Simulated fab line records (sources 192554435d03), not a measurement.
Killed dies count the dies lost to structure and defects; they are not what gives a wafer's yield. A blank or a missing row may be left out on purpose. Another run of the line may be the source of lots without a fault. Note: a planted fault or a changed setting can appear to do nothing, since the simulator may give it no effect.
Split-lot trial / flow n5 finfet / 7 lots, 21 wafers read, on a route of 1938 steps

== ABOUT THE SPLIT ==
At N5_PMOS_HMC_CHANNEL_EPI_PEB_07 (peb time 60 s), the setting peb temp c was moved away from the recipe's 110 C on 8 of the 21 wafers read, by +1.1% to +2.9%. All remaining wafers had this setting at the recipe value.

== BETWEEN THE SPLIT AND THE READING: the file shows 1 step in between ==
- N5_PMOS_HMC_CHANNEL_EPI_DEVELOP_08: develop time 30 s

== THE READING ==
At N5_PMOS_HMC_CHANNEL_EPI_CD_MEAS_09: cd nm in nanometres, against a target cd of 237.4 nm. A value of 237.4 nm with a standard deviation of 0.88 nm is what fault-free wafers of this fab line usually give.

wafer=L081.1; tool, chamber at the split=litho track-02, 0; peb temp c as run, C=110; against the recipe=recipe; cd nm, nm=236.6; against lot-mates on the recipe=-
wafer=L081.2; tool, chamber at the split=litho track-02, 0; peb temp c as run, C=110; against the recipe=recipe; cd nm, nm=237.2; against lot-mates on the recipe=-
wafer=L081.6; tool, chamber at the split=litho track-02, 0; peb temp c as run, C=111.2; against the recipe=+1.1%; cd nm, nm=240.1; against lot-mates on the recipe=+3.2
wafer=L083.1; tool, chamber at the split=litho track-05, 0; peb temp c as run, C=110; against the recipe=recipe; cd nm, nm=238.1; against lot-mates on the recipe=-
wafer=L083.2; tool, chamber at the split=litho track-05, 0; peb temp c as run, C=113.2; against the recipe=+2.9%; cd nm, nm=245.2; against lot-mates on the recipe=+7.7
wafer=L083.4; tool, chamber at the split=litho track-05, 0; peb temp c as run, C=110; against the recipe=recipe; cd nm, nm=236.9; against lot-mates on the recipe=-
wafer=L088.1; tool, chamber at the split=litho track-05, 0; peb temp c as run, C=113.2; against the recipe=+2.9%; cd nm, nm=247.7; against lot-mates on the recipe=+8.9
wafer=L088.5; tool, chamber at the split=litho track-05, 0; peb temp c as run, C=110; against the recipe=recipe; cd nm, nm=238.8; against lot-mates on the recipe=-
wafer=L088.6; tool, chamber at the split=litho track-05, 0; peb temp c as run, C=113.2; against the recipe=+2.9%; cd nm, nm=248.6; against lot-mates on the recipe=+9.8
wafer=L090.2; tool, chamber at the split=litho track-03, 0; peb temp c as run, C=110; against the recipe=recipe; cd nm, nm=237.8; against lot-mates on the recipe=-
wafer=L090.3; tool, chamber at the split=litho track-03, 0; peb temp c as run, C=110; against the recipe=recipe; cd nm, nm=235.7; against lot-mates on the recipe=-
wafer=L090.4; tool, chamber at the split=litho track-03, 0; peb temp c as run, C=112.1; against the recipe=+1.9%; cd nm, nm=242.7; against lot-mates on the recipe=+5.9
wafer=L091.2; tool, chamber at the split=litho track-03, 0; peb temp c as run, C=110; against the recipe=recipe; cd nm, nm=237.4; against lot-mates on the recipe=-
wafer=L091.3; tool, chamber at the split=litho track-03, 0; peb temp c as run, C=110; against the recipe=recipe; cd nm, nm=238.4; against lot-mates on the recipe=-
wafer=L091.5; tool, chamber at the split=litho track-03, 0; peb temp c as run, C=110; against the recipe=recipe; cd nm, nm=237.9; against lot-mates on the recipe=-
wafer=L092.3; tool, chamber at the split=litho track-02, 0; peb temp c as run, C=110; against the recipe=recipe; cd nm, nm=237.3; against lot-mates on the recipe=-
wafer=L092.4; tool, chamber at the split=litho track-02, 0; peb temp c as run, C=110; against the recipe=recipe; cd nm, nm=236.7; against lot-mates on the recipe=-
wafer=L092.6; tool, chamber at the split=litho track-02, 0; peb temp c as run, C=110; against the recipe=recipe; cd nm, nm=237.5; against lot-mates on the recipe=-
wafer=L093.2; tool, chamber at the split=litho track-05, 0; peb temp c as run, C=111.3; against the recipe=+1.2%; cd nm, nm=241.4; against lot-mates on the recipe=no lot-mate on the recipe
wafer=L093.3; tool, chamber at the split=litho track-05, 0; peb temp c as run, C=111.3; against the recipe=+1.2%; cd nm, nm=242.1; against lot-mates on the recipe=no lot-mate on the recipe
wafer=L093.4; tool, chamber at the split=litho track-05, 0; peb temp c as run, C=111.3; against the recipe=+1.2%; cd nm, nm=240.6; against lot-mates on the recipe=no lot-mate on the recipe

THE FIT
A straight line over all 21 wafers: cd nm changes by +3.28 nm for each +1% of peb temp c; r = +0.97; the points scatter about the line by 0.96 nm.
The same after taking each lot's own level away (the mean of its wafers on the recipe; 18 wafers): +3.03 nm for each +1%; r = +0.99; scatter 0.62 nm.
That fit puts the effect of the largest move of peb temp c on the reading at 8.8 nm.
Across the lots, their own levels run from 236.75 to 238.80 nm, a range of 2.3 times the standard deviation given above.
So the lot-to-lot level changes the slope little: the two slopes agree.
Check: with one of the wafers moved furthest among these (+2.9%) left out of the fit, the line predicts +9.26 nm for it against its lot-mates. Against them it came out at +7.7 nm.

== THESE WAFERS: OTHER SPLITS ==
Note: prior to the reading, these wafers also went through further splits. Each is held against what the fit with the lots' levels taken away leaves over:
other split on the same wafers=N5_WELL_APT_COAT_02 spin rpm; wafers away from the commonest value=11; r with cd nm (lot level and that fit taken away)=+0.05
other split on the same wafers=N5_WELL_APT_EXPOSE_05 dose mj; wafers away from the commonest value=4; r with cd nm (lot level and that fit taken away)=-0.36
other split on the same wafers=N5_PMOS_HMC_CHANNEL_EPI_COAT_03 spin rpm; wafers away from the commonest value=6; r with cd nm (lot level and that fit taken away)=+0.16

== THE WHOLE CHAIN: every reading that the file lists as answering this split, in the file's order ==
step=N5_PMOS_HMC_CHANNEL_EPI_CD_MEAS_09; what it does=target cd 237.4 nm; reading=cd nm; change (the file's fit)=+2.97 nm for each +1% of the setting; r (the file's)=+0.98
step=N5_PMOS_HMC_CHANNEL_EPI_DESCUM_14; what it does=chemistry O2, time 7.9 s; reading=PMOS_HMC_CHANNEL_EPI.cd nm (the simulator's own value, which no gauge read); change (the file's fit)=+2.99 nm for each +1% of the setting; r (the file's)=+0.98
step=N5_PMOS_HMC_CHANNEL_EPI_ETCH_32; what it does=etches BARC in N2/H2, stops on SiO2, target depth 85.8 nm, time 50.3 s; reading=PMOS_HMC_CHANNEL_EPI.cd nm (the simulator's own value, which no gauge read); change (the file's fit)=+2.88 nm for each +1% of the setting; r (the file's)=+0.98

== FILE'S OWN FIT ==
cd nm changes by +2.97 nm for each +1% of peb temp c, r = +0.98.
